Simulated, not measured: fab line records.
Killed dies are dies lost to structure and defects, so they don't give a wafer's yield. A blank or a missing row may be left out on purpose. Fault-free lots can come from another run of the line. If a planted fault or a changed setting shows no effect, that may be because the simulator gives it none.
Which tool was responsible? || flow nand harc || 15 lots, 45 wafers sampled, at 4 steps of a route of 1302

## WHAT THE GAUGES SHOWED, per wafer
The record holds no reading of a measuring or inspecting step that can be judged against a usual standard deviation.

## TOOL THAT RAN EACH LOT (tool first, then ch and the chambers of the sampled wafers, then the start)
{"lot": "L264", "NHARC_A_BONDPAD_PRE_CLEAN_26": "pvd sputter-01, day 22 22:23 or earlier", "NHARC_A_BONDPAD_PVD_17": "pvd sputter-01, day 22 22:23", "NHARC_A_BONDPAD_ANNEAL_28": "rtp anneal-02 ch 0, day 22 23:06", "NHARC_A_BONDPAD_CMP_19": "cmp-04 ch 0,1,2, day 22 23:23"}
{"lot": "L266", "NHARC_A_BONDPAD_PRE_CLEAN_26": "pvd sputter-03, day 23 09:06 or earlier", "NHARC_A_BONDPAD_PVD_17": "pvd sputter-03, day 23 09:06", "NHARC_A_BONDPAD_ANNEAL_28": "rtp anneal-02 ch 0, day 23 09:47", "NHARC_A_BONDPAD_CMP_19": "cmp-01 ch 0,2, day 23 10:06"}
{"lot": "L268", "NHARC_A_BONDPAD_PRE_CLEAN_26": "pvd sputter-02, day 24 14:13 or earlier", "NHARC_A_BONDPAD_PVD_17": "pvd sputter-02, day 24 14:13", "NHARC_A_BONDPAD_ANNEAL_28": "rtp anneal-01 ch 0, day 24 14:51", "NHARC_A_BONDPAD_CMP_19": "cmp-03 ch 0,1, day 24 15:12"}
{"lot": "L270", "NHARC_A_BONDPAD_PRE_CLEAN_26": "pvd sputter-02, day 26 01:38 or earlier", "NHARC_A_BONDPAD_PVD_17": "pvd sputter-02, day 26 01:38", "NHARC_A_BONDPAD_ANNEAL_28": "rtp anneal-01 ch 0, day 26 02:16", "NHARC_A_BONDPAD_CMP_19": "cmp-01 ch 0,1,2, day 26 02:38"}
{"lot": "L275", "NHARC_A_BONDPAD_PRE_CLEAN_26": "pvd sputter-02, day 26 18:02 or earlier", "NHARC_A_BONDPAD_PVD_17": "pvd sputter-02, day 26 18:02", "NHARC_A_BONDPAD_ANNEAL_28": "rtp anneal-01 ch 0, day 26 18:43", "NHARC_A_BONDPAD_CMP_19": "cmp-04 ch 0,2,3, day 26 19:02"}
{"lot": "L272", "NHARC_A_BONDPAD_PRE_CLEAN_26": "pvd sputter-01, day 26 21:21 or earlier", "NHARC_A_BONDPAD_PVD_17": "pvd sputter-01, day 26 21:21", "NHARC_A_BONDPAD_ANNEAL_28": "rtp anneal-02 ch 0, day 26 22:01", "NHARC_A_BONDPAD_CMP_19": "cmp-04 ch 0,1,2, day 26 22:19"}
{"lot": "L274", "NHARC_A_BONDPAD_PRE_CLEAN_26": "pvd sputter-02, day 26 21:43 or earlier", "NHARC_A_BONDPAD_PVD_17": "pvd sputter-02, day 26 21:43", "NHARC_A_BONDPAD_ANNEAL_28": "rtp anneal-02 ch 0, day 26 22:20", "NHARC_A_BONDPAD_CMP_19": "cmp-04 ch 0,2,3, day 26 22:41"}
{"lot": "L279", "NHARC_A_BONDPAD_PRE_CLEAN_26": "pvd sputter-01, day 29 06:59 or earlier", "NHARC_A_BONDPAD_PVD_17": "pvd sputter-01, day 29 06:59", "NHARC_A_BONDPAD_ANNEAL_28": "rtp anneal-02 ch 0, day 29 07:37", "NHARC_A_BONDPAD_CMP_19": "cmp-03 ch 1,3, day 29 07:58"}
{"lot": "L277", "NHARC_A_BONDPAD_PRE_CLEAN_26": "pvd sputter-01, day 29 10:14 or earlier", "NHARC_A_BONDPAD_PVD_17": "pvd sputter-01, day 29 10:14", "NHARC_A_BONDPAD_ANNEAL_28": "rtp anneal-02 ch 0, day 29 10:52", "NHARC_A_BONDPAD_CMP_19": "cmp-04 ch 0,1,2, day 29 11:13"}
{"lot": "L281", "NHARC_A_BONDPAD_PRE_CLEAN_26": "pvd sputter-01, day 30 08:23 or earlier", "NHARC_A_BONDPAD_PVD_17": "pvd sputter-01, day 30 08:23", "NHARC_A_BONDPAD_ANNEAL_28": "rtp anneal-02 ch 0, day 30 08:59", "NHARC_A_BONDPAD_CMP_19": "cmp-04 ch 1,2, day 30 09:24"}
{"lot": "L282", "NHARC_A_BONDPAD_PRE_CLEAN_26": "pvd sputter-01, day 31 01:25 or earlier", "NHARC_A_BONDPAD_PVD_17": "pvd sputter-01, day 31 01:25", "NHARC_A_BONDPAD_ANNEAL_28": "rtp anneal-02 ch 0, day 31 02:01", "NHARC_A_BONDPAD_CMP_19": "cmp-04 ch 0,3, day 31 02:21"}
{"lot": "L284", "NHARC_A_BONDPAD_PRE_CLEAN_26": "pvd sputter-01, day 31 07:26 or earlier", "NHARC_A_BONDPAD_PVD_17": "pvd sputter-01, day 31 07:26", "NHARC_A_BONDPAD_ANNEAL_28": "rtp anneal-02 ch 0, day 31 08:21", "NHARC_A_BONDPAD_CMP_19": "cmp-04 ch 1,2,3, day 31 08:38"}
{"lot": "L285", "NHARC_A_BONDPAD_PRE_CLEAN_26": "pvd sputter-03, day 31 16:16 or earlier", "NHARC_A_BONDPAD_PVD_17": "pvd sputter-03, day 31 16:16", "NHARC_A_BONDPAD_ANNEAL_28": "rtp anneal-02 ch 0, day 31 16:54", "NHARC_A_BONDPAD_CMP_19": "cmp-04 ch 0,1,2, day 31 17:16"}
{"lot": "L287", "NHARC_A_BONDPAD_PRE_CLEAN_26": "pvd sputter-01, day 32 13:56 or earlier", "NHARC_A_BONDPAD_PVD_17": "pvd sputter-01, day 32 13:56", "NHARC_A_BONDPAD_ANNEAL_28": "rtp anneal-01 ch 0, day 32 14:38", "NHARC_A_BONDPAD_CMP_19": "cmp-03 ch 0,1, day 32 14:53"}
{"lot": "L286", "NHARC_A_BONDPAD_PRE_CLEAN_26": "pvd sputter-02, day 34 01:08 or earlier", "NHARC_A_BONDPAD_PVD_17": "pvd sputter-02, day 34 01:08", "NHARC_A_BONDPAD_ANNEAL_28": "rtp anneal-02 ch 0, day 34 01:49", "NHARC_A_BONDPAD_CMP_19": "cmp-01 ch 0,1,3, day 34 02:08"}
- NHARC_A_BONDPAD_PRE_CLEAN_26: time 30 s.
- NHARC_A_BONDPAD_PVD_17: deposits TaN, target thk 5 nm, time 8.06 s.
- NHARC_A_BONDPAD_ANNEAL_28: time 90 s.
- NHARC_A_BONDPAD_CMP_19: polishes, t overpolish 30 s, cu recess touch 16 s, target thk 169.82 nm.

## AS READ BY THE TOOLS THEMSELVES (means over the sampled wafers that have a number; for cases with no such wafer, the mark the record gives instead)
NHARC_A_BONDPAD_PRE_CLEAN_26. Usual: heater power w at 413 W, with a standard deviation of 36.
{"lot": "L264", "tool": "pvd sputter-01", "heater power w (W)": 436, "flag": ""}
{"lot": "L266", "tool": "pvd sputter-03", "heater power w (W)": 442, "flag": ""}
{"lot": "L268", "tool": "pvd sputter-02", "heater power w (W)": 376, "flag": ""}
{"lot": "L270", "tool": "pvd sputter-02", "heater power w (W)": 406, "flag": ""}
{"lot": "L275", "tool": "pvd sputter-02", "heater power w (W)": 409, "flag": ""}
{"lot": "L272", "tool": "pvd sputter-01", "heater power w (W)": 391, "flag": ""}
{"lot": "L274", "tool": "pvd sputter-02", "heater power w (W)": 420, "flag": ""}
{"lot": "L279", "tool": "pvd sputter-01", "heater power w (W)": 382, "flag": ""}
{"lot": "L277", "tool": "pvd sputter-01", "heater power w (W)": 406, "flag": ""}
{"lot": "L281", "tool": "pvd sputter-01", "heater power w (W)": 408, "flag": ""}
{"lot": "L282", "tool": "pvd sputter-01", "heater power w (W)": 392, "flag": ""}
{"lot": "L284", "tool": "pvd sputter-01", "heater power w (W)": 381, "flag": ""}
{"lot": "L285", "tool": "pvd sputter-03", "heater power w (W)": 398, "flag": ""}
{"lot": "L287", "tool": "pvd sputter-01", "heater power w (W)": 420, "flag": ""}
{"lot": "L286", "tool": "pvd sputter-02", "heater power w (W)": 448, "flag": ""}

NHARC_A_BONDPAD_PVD_17. Usual: bias v 168.8 V, standard deviation 1.7; cathode dc power W 15000 W, standard deviation 2.7; chamber pressure pa 0.12002 Pa, standard deviation 0.00025; throttle valve pct 30.4 %, standard deviation 1.
{"lot": "L264", "tool": "pvd sputter-01", "bias v (V)": 169.3, "cathode dc power W (W)": 15003, "chamber pressure pa (Pa)": 0.12005, "throttle valve pct (%)": 29.2, "flag": ""}
{"lot": "L266", "tool": "pvd sputter-03", "bias v (V)": 168.3, "cathode dc power W (W)": 15002, "chamber pressure pa (Pa)": 0.12026, "throttle valve pct (%)": 31.6, "flag": ""}
{"lot": "L268", "tool": "pvd sputter-02", "bias v (V)": 167.5, "cathode dc power W (W)": 14999, "chamber pressure pa (Pa)": 0.12012, "throttle valve pct (%)": 30.6, "flag": ""}
{"lot": "L270", "tool": "pvd sputter-02", "bias v (V)": 169.3, "cathode dc power W (W)": 15002, "chamber pressure pa (Pa)": 0.12023, "throttle valve pct (%)": 30.3, "flag": ""}
{"lot": "L275", "tool": "pvd sputter-02", "bias v (V)": 169.2, "cathode dc power W (W)": 15001, "chamber pressure pa (Pa)": 0.12002, "throttle valve pct (%)": 30.4, "flag": ""}
{"lot": "L272", "tool": "pvd sputter-01", "bias v (V)": 167.6, "cathode dc power W (W)": 14999, "chamber pressure pa (Pa)": 0.11974, "throttle valve pct (%)": 29.8, "flag": ""}
{"lot": "L274", "tool": "pvd sputter-02", "bias v (V)": 169.3, "cathode dc power W (W)": 15000, "chamber pressure pa (Pa)": 0.11996, "throttle valve pct (%)": 30.5, "flag": ""}
{"lot": "L279", "tool": "pvd sputter-01", "bias v (V)": 170.0, "cathode dc power W (W)": 15002, "chamber pressure pa (Pa)": 0.11982, "throttle valve pct (%)": 29.2, "flag": ""}
{"lot": "L277", "tool": "pvd sputter-01", "bias v (V)": 168.7, "cathode dc power W (W)": 15002, "chamber pressure pa (Pa)": 0.11988, "throttle valve pct (%)": 30.1, "flag": ""}
{"lot": "L281", "tool": "pvd sputter-01", "bias v (V)": "-", "cathode dc power W (W)": "-", "chamber pressure pa (Pa)": "-", "throttle valve pct (%)": "-", "flag": "OFF"}
{"lot": "L282", "tool": "pvd sputter-01", "bias v (V)": "-", "cathode dc power W (W)": "-", "chamber pressure pa (Pa)": "-", "throttle valve pct (%)": "-", "flag": "OFF"}
{"lot": "L284", "tool": "pvd sputter-01", "bias v (V)": "-", "cathode dc power W (W)": "-", "chamber pressure pa (Pa)": "-", "throttle valve pct (%)": "-", "flag": "OFF"}
{"lot": "L285", "tool": "pvd sputter-03", "bias v (V)": 170.2, "cathode dc power W (W)": 15002, "chamber pressure pa (Pa)": 0.12015, "throttle valve pct (%)": 31.3, "flag": ""}
{"lot": "L287", "tool": "pvd sputter-01", "bias v (V)": 168.3, "cathode dc power W (W)": 15000, "chamber pressure pa (Pa)": 0.12001, "throttle valve pct (%)": 29.6, "flag": ""}
{"lot": "L286", "tool": "pvd sputter-02", "bias v (V)": 168.0, "cathode dc power W (W)": 15000, "chamber pressure pa (Pa)": 0.12004, "throttle valve pct (%)": 30.8, "flag": ""}

NHARC_A_BONDPAD_ANNEAL_28. Usual: anneal temp c 225.02 C, standard deviation 0.15; anneal temp c max 225.74, standard deviation 0.22; wafer_temp_C_max 225.63, standard deviation 0.23.
{"lot": "L264", "tool": "rtp anneal-02", "anneal temp c (C)": 224.96, "anneal temp c max": 225.61, "wafer_temp_C_max": 225.58, "flag": ""}
{"lot": "L266", "tool": "rtp anneal-02", "anneal temp c (C)": 224.80, "anneal temp c max": 225.47, "wafer_temp_C_max": 225.64, "flag": ""}
{"lot": "L268", "tool": "rtp anneal-01", "anneal temp c (C)": 225.18, "anneal temp c max": 226.13, "wafer_temp_C_max": 225.66, "flag": ""}
{"lot": "L270", "tool": "rtp anneal-01", "anneal temp c (C)": 225.00, "anneal temp c max": 225.77, "wafer_temp_C_max": 225.92, "flag": ""}
{"lot": "L275", "tool": "rtp anneal-01", "anneal temp c (C)": 225.11, "anneal temp c max": 225.99, "wafer_temp_C_max": 225.65, "flag": ""}
{"lot": "L272", "tool": "rtp anneal-02", "anneal temp c (C)": 225.02, "anneal temp c max": 225.61, "wafer_temp_C_max": 225.53, "flag": ""}
{"lot": "L274", "tool": "rtp anneal-02", "anneal temp c (C)": 225.02, "anneal temp c max": 225.73, "wafer_temp_C_max": 225.36, "flag": ""}
{"lot": "L279", "tool": "rtp anneal-02", "anneal temp c (C)": 224.94, "anneal temp c max": 225.59, "wafer_temp_C_max": 225.51, "flag": ""}
{"lot": "L277", "tool": "rtp anneal-02", "anneal temp c (C)": 225.04, "anneal temp c max": 225.83, "wafer_temp_C_max": 225.46, "flag": ""}
{"lot": "L281", "tool": "rtp anneal-02", "anneal temp c (C)": 224.76, "anneal temp c max": 225.46, "wafer_temp_C_max": 225.62, "flag": ""}
{"lot": "L282", "tool": "rtp anneal-02", "anneal temp c (C)": 225.26, "anneal temp c max": 225.96, "wafer_temp_C_max": 225.41, "flag": ""}
{"lot": "L284", "tool": "rtp anneal-02", "anneal temp c (C)": 225.17, "anneal temp c max": 225.81, "wafer_temp_C_max": 225.67, "flag": ""}
{"lot": "L285", "tool": "rtp anneal-02", "anneal temp c (C)": 225.25, "anneal temp c max": 226.04, "wafer_temp_C_max": 225.56, "flag": ""}
{"lot": "L287", "tool": "rtp anneal-01", "anneal temp c (C)": 225.13, "anneal temp c max": 225.94, "wafer_temp_C_max": 225.79, "flag": ""}
{"lot": "L286", "tool": "rtp anneal-02", "anneal temp c (C)": 225.08, "anneal temp c max": 225.74, "wafer_temp_C_max": 225.52, "flag": ""}

NHARC_A_BONDPAD_CMP_19. Usual: motor current A 12.1 A, standard deviation 1; overpolish run s 29.999 s, standard deviation 0.0087.
{"lot": "L264", "tool": "cmp-04", "motor current A (A)": 11.8, "overpolish run s (s)": 29.997, "flag": ""}
{"lot": "L266", "tool": "cmp-01", "motor current A (A)": 12.4, "overpolish run s (s)": 29.997, "flag": ""}
{"lot": "L268", "tool": "cmp-03", "motor current A (A)": 11.9, "overpolish run s (s)": 30.005, "flag": ""}
{"lot": "L270", "tool": "cmp-01", "motor current A (A)": 12.0, "overpolish run s (s)": 30.002, "flag": ""}
{"lot": "L275", "tool": "cmp-04", "motor current A (A)": 11.8, "overpolish run s (s)": 29.997, "flag": ""}
{"lot": "L272", "tool": "cmp-04", "motor current A (A)": 11.8, "overpolish run s (s)": 29.993, "flag": ""}
{"lot": "L274", "tool": "cmp-04", "motor current A (A)": 12.0, "overpolish run s (s)": 30.005, "flag": ""}
{"lot": "L279", "tool": "cmp-03", "motor current A (A)": 10.9, "overpolish run s (s)": 29.993, "flag": ""}
{"lot": "L277", "tool": "cmp-04", "motor current A (A)": 11.7, "overpolish run s (s)": 30.003, "flag": ""}
{"lot": "L281", "tool": "cmp-04", "motor current A (A)": 12.3, "overpolish run s (s)": 29.999, "flag": ""}
{"lot": "L282", "tool": "cmp-04", "motor current A (A)": 11.0, "overpolish run s (s)": 30.001, "flag": ""}
{"lot": "L284", "tool": "cmp-04", "motor current A (A)": 12.6, "overpolish run s (s)": 30.004, "flag": ""}
{"lot": "L285", "tool": "cmp-04", "motor current A (A)": 12.3, "overpolish run s (s)": 29.998, "flag": ""}
{"lot": "L287", "tool": "cmp-03", "motor current A (A)": 11.0, "overpolish run s (s)": 30.003, "flag": ""}
{"lot": "L286", "tool": "cmp-01", "motor current A (A)": 12.5, "overpolish run s (s)": 30.002, "flag": ""}

## THE ANSWER, worked out from the rows above alone
Rule: lot off if the mean of its wafers having a number is beyond 3 standard deviations from the usual mean. A lot without any number at a reading at which 4 lots or more have one is off too. Where the step has rows for the other lots, those lots are counted as sound. After the gauges, taken in route order, come the tools' own readings; for these a lot's mean is taken, as printed above. At the first step where some lot is off, the reading lying furthest off is the one used; lots without a number count as furthest.
Off, at NHARC_A_BONDPAD_PVD_17 on bias v: L281, L282, L284. Without a number there: L281, L282, L284.
A tool fits if, at that step or a process step before it, it ran every lot that is off, and no sound lot after the first of them. NHARC_A_BONDPAD_PRE_CLEAN_26 gives no start for some lots, so the hours and the order of its lots are those of NHARC_A_BONDPAD_PVD_17. Of those tried, none fits.

## WHAT THE SIMULATOR HAD PUT IN
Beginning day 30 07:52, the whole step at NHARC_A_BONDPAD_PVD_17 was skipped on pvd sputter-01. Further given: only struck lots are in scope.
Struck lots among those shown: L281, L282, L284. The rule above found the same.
